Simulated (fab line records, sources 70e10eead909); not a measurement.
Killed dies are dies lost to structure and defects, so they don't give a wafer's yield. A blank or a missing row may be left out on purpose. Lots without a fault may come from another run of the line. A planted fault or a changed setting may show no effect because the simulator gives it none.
fab line records | flow nand_harc
record lots=24 wafers=72 last_day=34
route steps=1302 shown A_ONON_D2@550 A_CHANNEL_HOLE_D2@590 A_CHANNEL_FILL_D2@628 A_STAIRCASE@652
lots that met no fault: from a run of the same line without faults
start_h: hours from the record's first day to the start of the lot's first wafer shown | wait_h: hours since the lot's step before | " the same as in the row above | L1.1+2: a row that stands for several wafers | - no value, or no start given | * or withheld: withheld | < > ~ a bound
route shown NAME@n: a module of which the file shows steps, and the number in the route of the first | usual: mean/standard deviation of fault-free wafers | same: alike in all rows | chamber/n: place in a boat | sites: the reading at each site | _std_site: their standard deviation | _edge_site: outer sites' mean less inner sites' | radius_mm: how far each site lies from the wafer's centre | mask NAME#n: copy n | behind: the tool/chamber that last shaped the wafer | hold: why the lot was held/for how many hours/how that ended | device: the transistor (n, p or np) that didn't switch | end of line: the same wafers' tests at the end of the route | a step without rows: its recipe alone | killed: dies lost to structure and defects at the first sort, not the wafer's yield | map: a wafer's dies, x killed, . not, _ none there
set.NAME: the setting as run; set.NAME@STEP: as run at that earlier step | model.NAME: the simulator's own value behind a step, which no gauge read
steps of the route over a sample of lots; a table a step, a row a wafer
services: from which hour (start_h, from the record's first day; less than 0 if before it) a tool's chamber was out of use, for how many hours, and why
## steps
# step NHARC_A_ONON_D2_THK_MEAS_08
# recipe thk_meas_gauge=ellipsometry
# usual thk_nm=1002/12
# columns lot.wafer tool chamber start_h wait_h thk_nm
L074.2 film_metro-02 - 279.59 - 1008
L074.3 " - " " 1007
L074.6 " - " " 1006
L075.1 film_metro-02 - 297.12 - 1017
L075.4 " - " " 1017
L075.6 " - " " 1016
L076.1 film_metro-01 - 297.13 - 1000
L076.5 " - " " 1001
L076.6 " - " " 1000
L077.1 film_metro-02 - 311.48 - 1000
L077.5 " - " " 1001
L077.6 " - " " 1002
L078.2 film_metro-02 - 315.46 - 977
L078.5 " - " " 976
L078.6 " - " " 976
L079.2 film_metro-01 - 315.46 - 990
L079.3 " - " " 991
L079.6 " - " " 989
L080.1 film_metro-02 - 335.92 - 1017
L080.2 " - " " 1015
L080.6 " - " " 1014
L082.2 film_metro-01 - 352.67 - 988
L082.3 " - " " 988
L082.6 " - " " 987
L081.1 film_metro-02 - 360.24 - 1004
L081.3 " - " " 1003
L081.5 " - " " 1004
L083.1 film_metro-01 - 360.32 - 1000
L083.4 " - " " 998
L083.6 " - " " 998
L084.1 film_metro-01 - 378.77 - 1015
L084.2 " - " " 1015
L084.6 " - " " 1015
L085.1 film_metro-01 - 393.29 - 1004
L085.2 " - " " 1002
L085.3 " - " " 1003
L087.3 film_metro-01 - 406.35 - 1012
L087.5 " - " " 1012
L087.6 " - " " 1016
L086.1 film_metro-01 - 406.36 - 1003
L086.2 " - " " 1003
L086.5 " - " " 1005
L089.1 film_metro-02 - 422.12 - 1011
L089.2 " - " " 1013
L089.4 " - " " 1011
L088.1 film_metro-01 - 422.29 - 995
L088.5 " - " " 994
L088.6 " - " " 994
L090.1 film_metro-02 - 433.99 - 1001
L090.2 " - " " 1001
L090.5 " - " " 1000
L092.1 film_metro-01 - 447.27 - 1020
L092.3 " - " " 1022
L092.4 " - " " 1021
L091.2 film_metro-02 - 447.29 - 997
L091.3 " - " " 998
L091.5 " - " " 996
L093.1 film_metro-01 - 462.42 - 1000
L093.3 " - " " 1001
L093.4 " - " " 999
L094.1 film_metro-02 - 474.69 - 998
L094.4 " - " " 997
L094.5 " - " " 997
L095.1 film_metro-02 - 489.99 - 980
L095.4 " - " " 979
L095.5 " - " " 981
L096.2 film_metro-02 - 505.87 - 1018
L096.3 " - " " 1018
L096.6 " - " " 1018
L097.3 film_metro-02 - 515.26 - 984
L097.5 " - " " 985
L097.6 " - " " 985
# step NHARC_A_ONON_D2_THK_MEAS_27
# recipe thk_meas_gauge=ellipsometry
# usual thk_nm=1000/10
# columns lot.wafer tool chamber start_h wait_h thk_nm
L074.2 film_metro-02 - 289.78 - 988
L074.3 " - " " 989
L074.6 " - " " 990
L076.1 film_metro-02 - 307.72 - 1001
L076.5 " - " " 999
L076.6 " - " " 996
L075.1 film_metro-01 - 307.73 - 1012
L075.4 " - " " 1012
L075.6 " - " " 1013
L077.1 film_metro-02 - 323.59 - 1015
L077.5 " - " " 1014
L077.6 " - " " 1013
L079.2 film_metro-01 - 323.73 - 987
L079.3 " - " " 987
L079.6 " - " " 987
L078.2 film_metro-02 - 323.94 - 1016
L078.5 " - " " 1014
L078.6 " - " " 1013
L080.1 film_metro-02 - 349.22 - 997
L080.2 " - " " 999
L080.6 " - " " 998
L082.2 film_metro-01 - 364.61 - 1002
L082.3 " - " " 1003
L082.6 " - " " 1002
L081.1 film_metro-01 - 370.47 - 998
L081.3 " - " " 999
L081.5 " - " " 998
L083.1 film_metro-02 - 370.49 - 988
L083.4 " - " " 987
L083.6 " - " " 987
L084.1 film_metro-02 - 388.99 - 997
L084.2 " - " " 995
L084.6 " - " " 996
L085.1 film_metro-02 - 404.28 - 1006
L085.2 " - " " 1006
L085.3 " - " " 1006
L087.3 film_metro-01 - 416.96 - 1004
L087.5 " - " " 1006
L087.6 " - " " 1005
L086.1 film_metro-02 - 416.96 - 1019
L086.2 " - " " 1018
L086.5 " - " " 1020
L089.1 film_metro-01 - 435.83 - 986
L089.2 " - " " 985
L089.4 " - " " 984
L088.1 film_metro-02 - 435.83 - 1005
L088.5 " - " " 1004
L088.6 " - " " 1003
L090.1 film_metro-02 - 444.66 - 1001
L090.2 " - " " 1001
L090.5 " - " " 1002
L092.1 film_metro-02 - 457.84 - 1009
L092.3 " - " " 1010
L092.4 " - " " 1011
L091.2 film_metro-01 - 457.87 - 987
L091.3 " - " " 990
L091.5 " - " " 986
L093.1 film_metro-02 - 472.57 - 989
L093.3 " - " " 991
L093.4 " - " " 989
L094.1 film_metro-02 - 485.26 - 1008
L094.4 " - " " 1006
L094.5 " - " " 1007
L095.1 film_metro-01 - 503.72 - 981
L095.4 " - " " 979
L095.5 " - " " 981
L096.2 film_metro-02 - 516.48 - 1008
L096.3 " - " " 1009
L096.6 " - " " 1008
L097.3 film_metro-01 - 525.79 - 998
L097.5 " - " " 997
L097.6 " - " " 998
# step NHARC_A_CHANNEL_HOLE_D2_CD_MEAS_18
# usual cd_nm=99.8/2.1
# columns lot.wafer tool chamber start_h wait_h cd_nm
L074.2 cd_sem-02 - 295.77 - 105.6
L074.3 " - " " 98.6
L074.6 " - " " 105.4
L076.1 cd_sem-02 - 316.83 - 96.2
L076.5 " - " " 98.6
L076.6 " - " " 104.8
L075.1 cd_sem-01 - 317.72 - 99.5
L075.4 " - " " 98.4
L075.6 " - " " 98.7
L077.1 cd_sem-01 - 329.45 - 96.0
L077.5 " - " " 98.6
L077.6 " - " " 97.0
L079.2 cd_sem-02 - 331.21 - 100.4
L079.3 " - " " 97.6
L079.6 " - " " 99.9
L078.2 cd_sem-01 - 331.39 - 102.1
L078.5 " - " " 102.8
L078.6 " - " " 98.3
L080.1 cd_sem-02 - 354.32 - 97.2
L080.2 " - " " 96.6
L080.6 " - " " 98.6
L082.2 cd_sem-02 - 369.60 - 99.2
L082.3 " - " " 98.8
L082.6 " - " " 98.8
L081.1 cd_sem-02 - 378.44 - 100.6
L081.3 " - " " 103.3
L081.5 " - " " 100.5
L083.1 cd_sem-02 - 379.36 - 99.8
L083.4 " - " " 98.5
L083.6 " - " " 99.4
L084.1 cd_sem-03 - 396.41 - 104.0
L084.2 " - " " 102.8
L084.6 " - " " 102.9
L085.1 cd_sem-01 - 412.74 - 101.6
L085.2 " - " " 103.7
L085.3 " - " " 100.7
L087.3 cd_sem-01 - 423.93 - 96.9
L087.5 " - " " 101.4
L087.6 " - " " 101.6
L086.1 cd_sem-03 - 424.70 - 98.6
L086.2 " - " " 100.3
L086.5 " - " " 99.7
L089.1 cd_sem-03 - 441.23 - 101.4
L089.2 " - " " 99.4
L089.4 " - " " 99.8
L088.1 cd_sem-01 - 443.88 0.7 97.0
L088.5 " - " " 100.4
L088.6 " - " " 96.6
L090.1 cd_sem-02 - 449.97 - 98.8
L090.2 " - " " 103.5
L090.5 " - " " 100.7
L092.1 cd_sem-03 - 465.67 - 99.5
L092.3 " - " " 100.2
L092.4 " - " " 102.1
L091.2 cd_sem-03 - 466.20 - 104.2
L091.3 " - " " 100.4
L091.5 " - " " 97.5
L093.1 cd_sem-02 - 477.70 - 96.8
L093.3 " - " " 99.2
L093.4 " - " " 97.1
L094.1 cd_sem-01 - 491.53 - 100.3
L094.4 " - " " 100.6
L094.5 " - " " 97.4
L095.1 cd_sem-01 - 513.05 - 99.9
L095.4 " - " " 99.1
L095.5 " - " " 98.6
L096.2 cd_sem-02 - 521.57 - 100.0
L096.3 " - " " 101.0
L096.6 " - " " 99.0
L097.3 cd_sem-02 - 533.31 - 97.7
L097.5 " - " " 98.6
L097.6 " - " " 101.3
# step NHARC_A_CHANNEL_FILL_D2_ETCHBACK_08
# recipe target_depth_a=2200 time_s=110 c4f8_flow_sccm=20 ar_flow_sccm=withheld rf_w=600 bias_w=300 chemistry=C4F8
# usual oes_product_au=0.96/0.035 rf_vpp_V=439.7/2.6
# columns lot.wafer tool chamber start_h wait_h oes_product_au rf_hours_counter_h rf_vpp_V
L074.3 rie_diel-05 3 - - 0.93 2 439.7
L074.2 " 0 " " 0.93 3 439.1
L074.6 " 0 " " 0.93 - 439.5
L076.1 rie_diel-03 3 - - 0.92 2 445.8
L076.6 " 1 " " 0.92 - 441.3
L076.5 " 2 " " 0.93 - 438.1
L075.4 rie_diel-06 0 - - 0.97 7 446.3
L075.1 " 1 " " 0.96 9 441.2
L075.6 " 2 " " 0.95 - 438.0
L079.3 rie_diel-06 2 - - 1.00 10 437.8
L079.2 " 3 " " 0.98 11 439.1
L079.6 " 2 " " 0.99 - 438.3
L077.1 rie_diel-03 3 - - 0.91 2 444.2
L077.6 " 3 " " 0.92 - 446.2
L077.5 " 0 " " 0.94 - 437.3
L078.2 rie_diel-05 3 - - 1.00 3 440.3
L078.6 " 1 " " 1.00 - 437.6
L078.5 " 2 " " 1.00 - 438.5
L080.2 rie_diel-03 0 - - 0.99 3 437.3
L080.1 " 2 " " 0.98 3 440.0
L080.6 " 0 " " 1.00 - 436.2
L082.3 rie_diel-03 2 - - 0.99 4 439.3
L082.2 " 0 " " 1.00 3 437.4
L082.6 " 3 " " 0.97 - 445.2
L083.4 rie_diel-05 2 - - 1.00 0 438.9
L083.1 " 3 " " 1.00 1 439.9
L083.6 " 1 " " 0.99 - 438.3
L081.3 rie_diel-05 1 - - 1.00 1 438.7
L081.1 " 3 " " 1.00 1 440.1
L081.5 " 2 " " 1.00 - 436.9
L084.1 rie_diel-05 1 - - 0.92 1 437.9
L084.2 " 2 " " 0.91 1 437.7
L084.6 " 0 " " 0.92 - 438.2
L085.3 rie_diel-05 2 - - 0.98 1 438.7
L085.1 " 3 " " 0.99 2 440.5
L085.2 " 1 " " 0.98 2 438.8
L086.1 rie_diel-03 2 - - 1.00 0 440.9
L086.2 " 1 " " 1.02 0 440.1
L086.5 " 3 " " 0.99 - 444.9
L087.3 rie_diel-05 0 - - 0.99 2 439.0
L087.5 " 3 " " 0.99 - 440.0
L087.6 " 0 " " 0.99 - 439.6
L088.1 rie_diel-03 3 - - 1.00 1 445.6
L088.5 " 0 " " 1.02 - 436.7
L088.6 " 1 " " 1.01 - 439.4
L089.4 rie_diel-03 3 - - 0.91 1 445.0
L089.1 " 1 " " 0.93 1 441.2
L089.2 " 2 " " 0.92 1 440.1
L090.1 rie_diel-06 0 - - 1.00 0 444.9
L090.2 " 1 " " 0.98 0 439.6
L090.5 " 2 " " 1.00 - 437.6
L092.1 rie_diel-03 1 - - 0.94 2 439.8
L092.3 " 2 " " 0.93 2 436.9
L092.4 " 1 " " 0.94 - 440.9
L091.2 rie_diel-05 3 - - 0.95 4 440.3
L091.3 " 0 " " 0.96 4 440.2
L091.5 " 2 " " 0.94 - 437.3
L093.3 rie_diel-05 2 - - 0.90 3 437.6
L093.1 " 3 " " 0.98 4 441.2
L093.4 " 1 " " 0.92 4 439.0
L094.4 rie_diel-05 1 - - 0.91 4 439.0
L094.1 " 3 " " 0.92 4 441.3
L094.5 " 2 " " 0.92 - 436.3
L095.1 rie_diel-05 2 - - 0.91 5 438.7
L095.4 " 0 " " 0.92 5 439.2
L095.5 " 2 " " 0.92 - 437.5
L096.3 rie_diel-03 3 - - 0.93 3 444.7
L096.2 " 0 " " 0.96 2 437.3
L096.6 " 0 " " 0.96 - 437.2
L097.3 rie_diel-06 3 - - 1.00 12 437.7
L097.6 " 3 " " 1.01 - 436.0
L097.5 " 0 " " 1.00 - 445.2
# step NHARC_A_STAIRCASE_ETCH_170
# recipe target_depth_a=2000 time_s=66.667 ion_energy_ev=250 c4f6_flow_sccm=25 o2_flow_sccm=20 ar_flow_sccm=500 rf_w=600 bias_w=500 chemistry=C4F6/O2
# usual drypump_motor_current_A=5.8/0.5 oes_product_au=0.974/0.016 rf_vpp_V=547/3.6 showerhead_plenum_p_Torr=3.93/0.18 throttle_valve_pct=26.903/0.0087
# columns lot.wafer tool chamber start_h wait_h drypump_motor_current_A oes_product_au rf_hours_counter_h rf_vpp_V showerhead_plenum_p_Torr throttle_valve_pct
L074.2 rie_diel-07 1 - - 6.3 0.960 16 548 4.01 26.900
L074.3 " 2 " " 5.2 0.973 17 552 4.18 26.903
L074.6 " 1 " " 6.3 0.966 - 549 4.01 26.894
L075.4 rie_diel-07 2 - - 5.2 0.950 25 551 4.18 26.911
L075.1 " 1 " " 6.3 0.961 21 548 4.01 26.895
L075.6 " 2 " " 5.1 0.959 - 552 4.18 26.898
L076.1 rie_diel-12 2 - - 5.8 0.957 33 546 3.91 26.898
L076.6 " 3 " " 6.3 0.929 - 549 3.97 26.910
L076.5 " 0 " " 6.4 0.936 - 542 3.69 26.884
L077.1 rie_diel-11 1 - - 6.4 0.980 38 553 4.20 26.907
L077.6 " 0 " " 5.3 1.005 - 545 3.76 26.892
L077.5 " 1 " " 6.4 0.971 - 553 4.20 26.921
L079.3 rie_diel-07 1 - - 6.3 0.947 23 546 4.01 26.902
L079.2 " 2 " " 5.2 0.959 27 551 4.18 26.923
L079.6 " 1 " " 6.3 0.937 - 548 4.01 26.912
L078.2 rie_diel-07 1 - - 6.2 0.974 25 548 4.01 26.898
L078.6 " 2 " " 5.2 0.967 - 551 4.17 26.900
L078.5 " 3 " " 5.6 0.967 - 543 3.69 26.888
L080.1 rie_diel-12 3 - - 6.3 0.995 54 546 3.96 26.906
L080.2 " 0 " " 6.4 0.980 47 542 3.68 26.900
L080.6 " 2 " " 5.8 1.007 - 547 3.89 26.897
L082.3 rie_diel-11 0 - - 5.3 0.979 54 545 3.75 26.897
L082.2 " 1 " " 6.4 0.970 52 552 4.19 26.916
L082.6 " 2 " " 6.0 0.981 - 550 4.15 26.906
L083.4 rie_diel-11 3 - - 5.5 0.987 50 550 4.06 26.906
L083.1 " 0 " " 5.3 0.993 56 543 3.75 26.902
L083.6 " 3 " " 5.5 0.978 - 550 4.06 26.902
L081.3 rie_diel-07 0 - - 4.9 0.966 36 546 3.85 26.901
L081.1 " 3 " " 5.6 0.985 43 541 3.68 26.899
L081.5 " 0 " " 4.9 0.973 - 544 3.85 26.894
L084.1 rie_diel-12 0 - - 6.4 0.967 1 541 3.68 26.905
L084.2 " 2 " " 5.8 0.991 1 547 3.89 26.906
L084.6 " 3 " " 6.3 0.971 - 548 3.95 26.914
L085.3 rie_diel-11 2 - - 6.0 0.965 8 551 4.14 26.904
L085.2 " 3 " " 5.5 0.977 11 550 4.05 26.922
L085.1 " 0 " " 5.3 0.987 15 542 3.74 26.921
L086.2 rie_diel-11 0 - - 5.3 0.981 18 544 3.74 26.912
L086.1 " 3 " " 5.5 0.971 15 548 4.05 26.910
L086.5 " 1 " " 6.4 0.971 - 552 4.18 26.900
L087.3 rie_diel-12 2 - - 5.8 0.986 11 547 3.88 26.909
L087.5 " 0 " " 6.4 0.958 - 541 3.67 26.898
L087.6 " 3 " " 6.3 0.972 - 548 3.94 26.895
L088.1 rie_diel-07 0 - - 4.9 0.994 6 546 3.84 26.901
L088.5 " 2 " " 5.1 0.987 - 552 4.15 26.901
L088.6 " 3 " " 5.5 0.990 - 542 3.67 26.902
L089.2 rie_diel-12 2 - - 5.8 1.003 16 547 3.88 26.898
L089.1 " 3 " " 6.3 0.972 16 548 3.94 26.895
L089.4 " 2 " " 5.8 0.998 - 547 3.88 26.895
L090.1 rie_diel-11 1 - - 6.4 0.966 28 552 4.17 26.893
L090.2 " 2 " " 6.0 0.992 22 550 4.14 26.913
L090.5 " 0 " " 5.3 0.984 - 542 3.73 26.905
L092.3 rie_diel-12 0 - - 6.4 0.961 30 542 3.66 26.911
L092.1 " 2 " " 5.8 0.986 30 545 3.87 26.928
L092.4 " 2 " " 5.8 0.979 - 545 3.87 26.908
L091.3 rie_diel-12 2 - - 5.8 0.977 30 545 3.87 26.900
L091.2 " 0 " " 6.4 0.959 30 541 3.66 26.900
L091.5 " 2 " " 5.8 0.983 - 547 3.87 26.898
L093.3 rie_diel-11 2 - - 6.0 0.985 34 550 4.13 26.908
L093.1 " 1 " " 6.4 0.968 38 551 4.17 26.900
L093.4 " 1 " " 6.4 0.973 - 550 4.17 26.905
L094.4 rie_diel-12 1 - - 6.1 0.970 7 546 3.92 26.902
L094.1 " 3 " " 6.3 0.981 40 545 3.93 26.907
L094.5 " 1 " " 6.1 0.966 - 549 3.92 26.911
L095.4 rie_diel-07 1 - - 6.3 0.976 28 548 3.97 26.902
L095.1 " 2 " " 5.1 0.962 28 552 4.14 26.903
L095.5 " 1 " " 6.3 0.974 - 547 3.97 26.895
L096.3 rie_diel-07 2 - - 5.2 0.976 31 551 4.14 26.903
L096.2 " 0 " " 4.9 0.941 30 545 3.82 26.900
L096.6 " 2 " " 5.2 0.960 - 551 4.14 26.899
L097.3 rie_diel-07 0 - - 4.9 0.946 34 544 3.82 26.902
L097.6 " 1 " " 6.3 0.969 - 547 3.97 26.907
L097.5 " 2 " " 5.2 0.965 - 551 4.14 26.896
# step NHARC_A_STAIRCASE_TRIM_12
# recipe time_s=211.2 o2_flow_sccm=500 ar_flow_sccm=0 bias_w=0 chemistry=O2
# usual drypump_motor_current_A=5.8/0.51 oes_product_au=0.999/0.0098 rf_vpp_V=57.8/0.93 showerhead_plenum_p_Torr=3.53/0.16 throttle_valve_pct=17.037/0.0085
# columns lot.wafer tool chamber start_h wait_h drypump_motor_current_A oes_product_au rf_hours_counter_h rf_vpp_V showerhead_plenum_p_Torr throttle_valve_pct
L074.3 rie_diel-12 2 354.23 0.3 5.8 1.022 27 57.9 3.51 17.044
L074.2 " 0 " " 6.4 0.999 28 57.2 3.31 17.033
L074.6 " 3 " " 6.3 0.998 - 57.6 3.57 17.038
L075.1 rie_diel-12 0 377.52 0.1 6.4 0.999 36 57.7 3.31 17.028
L075.4 " 1 " " 6.1 1.007 30 56.3 3.54 17.041
L075.6 " 2 " " 5.8 1.002 - 58.2 3.51 17.031
L076.1 rie_diel-11 1 377.76 0.1 6.4 1.003 37 57.5 3.79 17.044
L076.6 " 0 " " 5.3 1.019 - 56.8 3.38 17.039
L076.5 " 1 " " 6.4 1.000 - 59.6 3.79 17.039
L077.1 rie_diel-12 0 387.24 0.1 6.4 1.003 38 58.5 3.31 17.032
L077.5 " 0 " " 6.4 0.987 - 55.8 3.31 17.034
L077.6 " 1 " " 6.1 1.011 - 56.8 3.54 17.034
L079.3 rie_diel-07 2 387.43 0.1 5.2 0.998 27 59.7 3.76 17.047
L079.2 " 3 " " 5.6 1.011 28 57.9 3.31 17.025
L079.6 " 1 " " 6.3 0.992 - 57.5 3.61 17.050
L078.2 rie_diel-07 2 391.75 0.2 5.2 0.994 29 58.7 3.76 17.030
L078.6 " 0 " " 4.9 0.997 - 57.5 3.47 17.043
L078.5 " 1 " " 6.3 0.985 - 58.1 3.60 17.023
L080.1 rie_diel-12 3 416.77 0.1 6.3 1.011 54 58.3 3.56 17.033
L080.2 " 2 " " 5.8 1.005 50 57.0 3.50 17.025
L080.6 " 0 " " 6.4 0.998 - 58.7 3.30 17.026
L082.2 rie_diel-11 0 430.57 0.1 5.3 1.003 55 57.3 3.37 17.027
L082.3 " 1 " " 6.5 0.991 54 58.2 3.78 17.037
L082.6 " 0 " " 5.3 1.005 - 57.4 3.37 17.056
L083.1 rie_diel-12 2 434.89 0.1 5.8 1.009 56 58.9 3.50 17.043
L083.4 " 0 " " 6.4 0.997 51 55.3 3.30 17.038
L083.6 " 1 " " 6.1 0.996 - 58.3 3.53 17.045
L081.3 rie_diel-12 2 438.48 0.1 5.8 1.018 58 57.8 3.50 17.051
L081.1 " 1 " " 6.1 1.008 48 57.2 3.53 17.049
L081.5 " 2 " " 5.8 1.022 - 58.1 3.50 17.039
L084.1 rie_diel-12 2 461.23 0.1 5.8 1.002 1 57.3 3.50 17.041
L084.2 " 0 " " 6.4 0.983 1 57.3 3.30 17.031
L084.6 " 2 " " 5.8 1.000 - 58.2 3.50 17.031
L085.1 rie_diel-11 1 470.93 0.1 6.4 1.003 15 58.5 3.77 17.034
L085.3 " 3 " " 5.5 0.995 12 57.6 3.65 17.030
L085.2 " 0 " " 5.3 0.998 15 58.7 3.36 17.032
L086.2 rie_diel-07 2 482.73 0.1 5.2 0.993 0 57.8 3.74 17.040
L086.1 " 0 " " 4.9 0.992 0 57.6 3.45 17.044
L086.5 " 3 " " 5.6 0.996 - 56.5 3.29 17.012
L087.3 rie_diel-11 0 486.98 0.1 5.3 0.990 19 57.8 3.36 17.038
L087.6 " 0 " " 5.3 0.993 - 56.1 3.36 17.032
L087.5 " 1 " " 6.4 0.987 - 58.1 3.76 17.035
L088.1 rie_diel-11 2 497.56 0.1 6.0 1.005 18 58.9 3.73 17.035
L088.5 " 0 " " 5.3 1.000 - 57.2 3.35 17.038
L088.6 " 1 " " 6.4 0.995 - 59.3 3.76 17.042
L089.2 rie_diel-12 2 501.15 0.1 5.8 1.006 16 59.2 3.49 17.038
L089.1 " 3 " " 6.3 0.998 16 57.9 3.54 17.042
L089.4 " 3 " " 6.3 0.988 - 58.2 3.55 17.046
L090.1 rie_diel-11 1 509.30 0.1 6.5 1.012 29 57.8 3.76 17.040
L090.2 " 0 " " 5.3 1.010 28 56.6 3.35 17.044
L090.5 " 2 " " 6.0 1.009 - 58.4 3.72 17.040
L092.1 rie_diel-07 1 528.50 0.1 6.2 0.999 13 58.7 3.58 17.041
L092.3 " 3 " " 5.6 0.989 16 55.9 3.29 17.051
L092.4 " 0 " " 4.9 0.994 15 57.4 3.44 17.036
L091.3 rie_diel-07 3 528.95 0.1 5.6 0.995 16 56.8 3.29 17.029
L091.2 " 2 " " 5.2 0.993 15 59.3 3.74 17.033
L091.5 " 3 " " 5.6 0.999 - 57.8 3.29 17.044
L093.3 rie_diel-07 1 537.70 0.2 6.3 1.003 17 57.4 3.58 17.039
L093.4 " 2 " " 5.1 0.989 18 57.3 3.73 17.047
L093.1 " 3 " " 5.5 0.994 19 57.3 3.28 17.033
L094.4 rie_diel-11 3 552.58 0.2 5.5 0.999 42 58.0 3.63 17.044
L094.1 " 2 " " 6.0 1.006 40 58.2 3.71 17.044
L094.5 " 0 " " 5.3 1.020 - 56.6 3.35 17.046
L095.1 rie_diel-07 2 573.69 0.1 5.1 0.986 29 60.0 3.73 17.029
L095.4 " 3 " " 5.6 0.995 30 56.7 3.28 17.035
L095.5 " 2 " " 5.1 1.008 - 58.1 3.73 17.024
L096.2 rie_diel-11 1 578.80 0.1 6.4 0.995 53 59.8 3.75 17.044
L096.3 " 3 " " 5.5 0.987 54 59.9 3.62 17.037
L096.6 " 1 " " 6.4 0.992 - 58.8 3.75 17.050
L097.3 rie_diel-07 1 591.50 1.1 6.3 1.007 36 58.1 3.57 17.044
L097.5 " 2 " " 5.2 0.997 - 57.7 3.72 17.046
L097.6 " 3 " " 5.6 0.994 - 56.9 3.28 17.034
## services
# columns tool chamber start_h hours kind
rie_diel-06 0 321.99 13.5 repair
rie_diel-03 3 330.80 5.6 repair
rie_diel-07 0 339.05 9.1 repair
rie_diel-07 - 368.11 0.9 repair
rie_diel-05 - 406.62 9.0 pm
rie_diel-12 1 411.34 1.3 repair
rie_diel-07 2 429.19 9.2 repair
rie_diel-11 - 433.60 9.0 pm
rie_diel-03 1 442.33 15.4 repair
rie_diel-12 - 445.49 9.0 pm
rie_diel-05 0 453.34 10.5 repair
rie_diel-03 - 458.30 9.0 pm
rie_diel-11 2 459.95 2.8 repair
rie_diel-07 1 468.35 6.0 repair
rie_diel-07 - 472.26 9.0 pm
rie_diel-12 0 478.60 2.4 repair
rie_diel-03 - 481.87 1.0 repair
rie_diel-05 3 506.47 4.4 repair
rie_diel-03 0 515.95 36.2 repair
rie_diel-05 3 529.86 7.3 repair
rie_diel-11 2 564.00 30.2 repair
rie_diel-07 2 577.42 6.4 repair
rie_diel-03 2 582.95 8.1 repair
rie_diel-05 - 583.62 9.0 pm
## key
fault none
